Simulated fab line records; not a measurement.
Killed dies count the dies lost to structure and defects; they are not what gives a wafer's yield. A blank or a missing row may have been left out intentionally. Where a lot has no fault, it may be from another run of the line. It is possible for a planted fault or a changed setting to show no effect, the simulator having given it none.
Chamber matching | flow n5-finfet | rie-diel-01 running N5_BEOL_M10_ETCH_62: 4 sister chambers
The step etches SOC in N2/H2, target depth 110 nm, overetch 22 nm, time 165 s. 8 wafers are shown with their chamber, then 8 later ones without.

## WAFERS PAIRED WITH THEIR CHAMBERS
wafer  | chamber | showerhead-plenum-p-Torr (Torr) | throttle-valve-pct (%)
L079.2 | 1       | 2.61                            | 17.97
L079.5 | 2       | 2.68                            | 17.59
L080.3 | 2       | 2.68                            | 17.58
L083.3 | 1       | 2.60                            | 17.97
L084.2 | 0       | 2.67                            | 17.64
L084.3 | 3       | 2.47                            | 17.64
L084.4 | 0       | 2.67                            | 17.63
L085.1 | 3       | 2.47                            | 17.68

## WAFERS WHOSE CHAMBER IS MISSING
wafer  | showerhead-plenum-p-Torr (Torr) | throttle-valve-pct (%)
L085.2 | 2.67                            | 17.60
L085.3 | 2.60                            | 17.54
L091.1 | 2.60                            | 17.56
L091.3 | 2.67                            | 17.65
L091.6 | 2.60                            | 17.55
L094.1 | 2.66                            | 17.65
L094.2 | 2.46                            | 17.69
L094.3 | 2.59                            | 17.57

## THE CHAMBER EACH PASSED THROUGH
wafer  | from the rows above     | in truth
L085.2 | can't be placed: 0 or 2 | 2
L085.3 | 0                       | 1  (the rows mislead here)
L091.1 | 0                       | 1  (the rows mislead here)
L091.3 | 0                       | 0
L091.6 | 0                       | 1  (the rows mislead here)
L094.1 | 0                       | 0
L094.2 | 3                       | 3
L094.3 | 0                       | 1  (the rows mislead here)
Placed correctly: 3 of 8. Unplaceable from these rows: 1, with the true chamber sitting among the candidates in 1. 4 placed wrongly.
How it was worked out, from the rows above alone: a wafer's distance from a chamber is the root of the sum, over the readings, of the square of ((its reading less the chamber's mean) divided by the reading's scatter). If the next closest chamber is less than 2 further off than the closest, the wafer can't be placed; otherwise it belongs to the closest. For every chamber, the mean is computed from those of its wafers that are shown. How the scatter is found: for the shown wafers, subtract from each reading the mean of its chamber, square and add these, divide the total by (wafers less chambers), then take the root.
